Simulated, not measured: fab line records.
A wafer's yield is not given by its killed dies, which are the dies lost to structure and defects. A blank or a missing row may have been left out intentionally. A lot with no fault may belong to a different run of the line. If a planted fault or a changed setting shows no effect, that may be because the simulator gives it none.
One fault seen from 3 desks :: flow n5 finfet :: what lay behind the numbers comes last; until then each desk has only its own

THE DEFECT DESK
Per lot, the means of the sampled wafers with a number show what the inspections along the route counted. If a lot's mean is further than 4 standard deviations from the usual mean, the lot is out of limits and carries the mark OUT (the distance appears in the brackets).
Columns: A = raw defect count at N5_BEOL_M3_INSPECT_59, usual 63
lot: L471
first seen here: day 7 17:40
A: 57

lot: L474
first seen here: day 8 08:25
A: 68

lot: L476
first seen here: day 8 20:56
A: 86

lot: L478
first seen here: day 8 23:54
A: 39

lot: L477
first seen here: day 9 08:30
A: 93

lot: L484
first seen here: day 12 09:54
A: 50

lot: L490
first seen here: day 12 12:55
A: 67

lot: L485
first seen here: day 12 17:53
A: 69

lot: L488
first seen here: day 12 20:17
A: 87

lot: L487
first seen here: day 12 23:29
A: 64
This desk's verdict: no lot among the 10 shows anything out of limits.

AT THE TOOL OWNER'S DESK: litho track-03
The tool's own readings at N5_BEOL_M4_COAT_68 (time 60 s, resist thk 12 nm): means of the sampled wafers that have a number, for each lot that ran on this tool. If a lot's mean is further than 4 standard deviations from the usual mean, the lot is out of limits and carries the mark OUT (the distance appears in the brackets).
Columns: A = spin speed rpm at N5_BEOL_M4_COAT_68, usual 1500.1 rpm
lot: L471
first seen here: day 7 19:21
A: 1500.6

lot: L474
first seen here: day 8 10:56
A: 1499.5

lot: L478
first seen here: day 9 02:05
A: 1828.6 (+99 or more) OUT

lot: L477
first seen here: day 9 10:02
A: 1829.0 (+99 or more) OUT

lot: L490
first seen here: day 12 14:55
A: 1500.7

lot: L485
first seen here: day 12 21:13
A: 1500.2
This desk's verdict: out of limits on L477, L478, starting with L478 at day 9 02:05 (spin speed rpm at N5_BEOL_M4_COAT_68). L471, L474, L490, L485 stayed within limits.

FROM THE METROLOGY DESK
What the gauges read for every lot (on any tool): the sampled wafers with a number, averaged. If a lot's mean is further than 4 standard deviations from the usual mean, the lot is out of limits and carries the mark OUT (the distance appears in the brackets). Of its 10 readings 7 are shown: those that lie furthest out on some lot.
Columns: A = DIBL_N at N5_BEOL_M4_RC_MEAS_101, usual 36.3 mV/V; B = IOFF_N at N5_BEOL_M4_RC_MEAS_101, usual 0.16 nA/um; C = ION_N at N5_BEOL_M4_RC_MEAS_101, usual 675 uA/um; D = SS_N at N5_BEOL_M4_RC_MEAS_101, usual 71.5 mV/dec; E = SS_P at N5_BEOL_M4_RC_MEAS_101, usual 73.3 mV/dec; F = VT_N at N5_BEOL_M4_RC_MEAS_101, usual 250 mV; G = VT_P at N5_BEOL_M4_RC_MEAS_101, usual -250 mV
lot: L471
first seen here: day 8 05:31
A: 35.3
B: 0.14
C: 661
D: 71.1
E: 72.7
F: 251
G: -249

lot: L474
first seen here: day 8 18:02
A: 35.6
B: 0.14
C: 662
D: 71.4
E: 72.9
F: 253
G: -253

lot: L476
first seen here: day 9 06:25
A: 38.4
B: 0.19
C: 694
D: 71.8
E: 74.4
F: 247
G: -247

lot: L478
first seen here: day 9 10:14
A: 35.0
B: 0.12
C: 668
D: 71.4
E: 72.3
F: 255
G: -250

lot: L477
first seen here: day 9 15:16
A: 38.6
B: 0.19
C: 675
D: 71.6
E: 73.0
F: 249
G: -246

lot: L484
first seen here: day 12 21:15
A: 37.1
B: 0.16
C: 681
D: 72.3
E: 73.1
F: 250
G: -249

lot: L490
first seen here: day 13 01:41
A: 36.0
B: 0.16
C: 686
D: 71.5
E: 73.2
F: 247
G: -254

lot: L485
first seen here: day 13 14:40
A: 34.8
B: 0.13
C: 670
D: 70.9
E: 72.9
F: 254
G: -254

lot: L488
first seen here: day 13 19:43
A: 39.3
B: 0.20
C: 697
D: 72.1
E: 74.0
F: 246
G: -247

lot: L487
first seen here: day 14 01:24
A: 37.9
B: 0.16
C: 665
D: 71.6
E: 73.9
F: 250
G: -251
This desk's verdict: no lot among the 10 shows anything out of limits.

BROUGHT TOGETHER
The tool owner's desk could have raised an alarm at day 9 02:05, on L477, L478.
Nothing the defect desk looked at was out of limits.
Nothing out of limits was seen by the metrology desk.
The defect desk has L477, L478 on record, within its limits.
The metrology desk holds a record of L477, L478, inside its limits.
Of the lots named, all ran N5_BEOL_M4_COAT_68 on litho track-03.

WHAT WAS PUT IN BY THE SIMULATOR
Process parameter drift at N5_BEOL_M4_COAT_68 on litho track-03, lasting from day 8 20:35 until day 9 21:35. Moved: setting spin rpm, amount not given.
Struck lots among those shown: L477, L478.
Delay in hours, fault start to first out-of-limits reading, by desk: the tool owner's desk at 6.
